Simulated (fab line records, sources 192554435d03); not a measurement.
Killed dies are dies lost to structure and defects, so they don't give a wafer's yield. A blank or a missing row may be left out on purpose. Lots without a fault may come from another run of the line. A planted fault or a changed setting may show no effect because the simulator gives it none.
Chamber matching | flow n5_finfet | N5_BEOL_M2_ILD_DEP_00 on pecvd-03: 3 sister chambers
The step deposits SiOC from DEMS/O2, target thk 79 nm, time 15.3 s. 6 wafers are shown with their chamber, then 8 later ones without.

WAFERS WITH THEIR CHAMBER
wafer  | chamber | throttle_valve_pct (%) | heater_power_w (W)
L084.1 | 0       | 11.7                   | 592
L084.4 | 1       | 12.5                   | 515
L085.2 | 0       | 11.5                   | 596
L085.3 | 2       | 12.6                   | 499
L085.6 | 1       | 12.5                   | 449
L089.3 | 2       | 10.8                   | 471

WAFERS WITHOUT THEIR CHAMBER
wafer  | throttle_valve_pct (%) | heater_power_w (W)
L089.4 | 12.6                   | 519
L089.5 | 11.5                   | 573
L091.1 | 12.5                   | 497
L091.2 | 11.6                   | 501
L091.4 | 11.0                   | 398
L095.2 | 12.7                   | 514
L095.3 | 10.8                   | 448
L095.4 | 12.5                   | 525

WHICH CHAMBER EACH WENT THROUGH
wafer  | from the rows above          | in truth
L089.4 | can't be placed: 1 or 2 or 0 | 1
L089.5 | 0                            | 0
L091.1 | can't be placed: 1 or 2      | 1
L091.2 | can't be placed: 2 or 1      | 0
L091.4 | can't be placed: 2 or 1      | 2
L095.2 | can't be placed: 1 or 2 or 0 | 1
L095.3 | can't be placed: 2 or 1      | 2
L095.4 | can't be placed: 1 or 2 or 0 | 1
Placed correctly: 1 of 8. Can't be placed from these rows: 7 (the true chamber is among the candidates in 6). Placed wrongly: 0.
How it was worked out, from the rows above alone: a wafer's distance from a chamber is the root of the sum, over the readings, of the square of ((its reading less the chamber's mean) divided by the reading's scatter). The wafer belongs to the nearest chamber; if the next one is less than 2 further off, it can't be placed. A chamber's mean is the mean of its shown wafers. The scatter: the root of (the sum of the squares of (reading less its chamber's mean) over the shown wafers, divided by (wafers less chambers)).
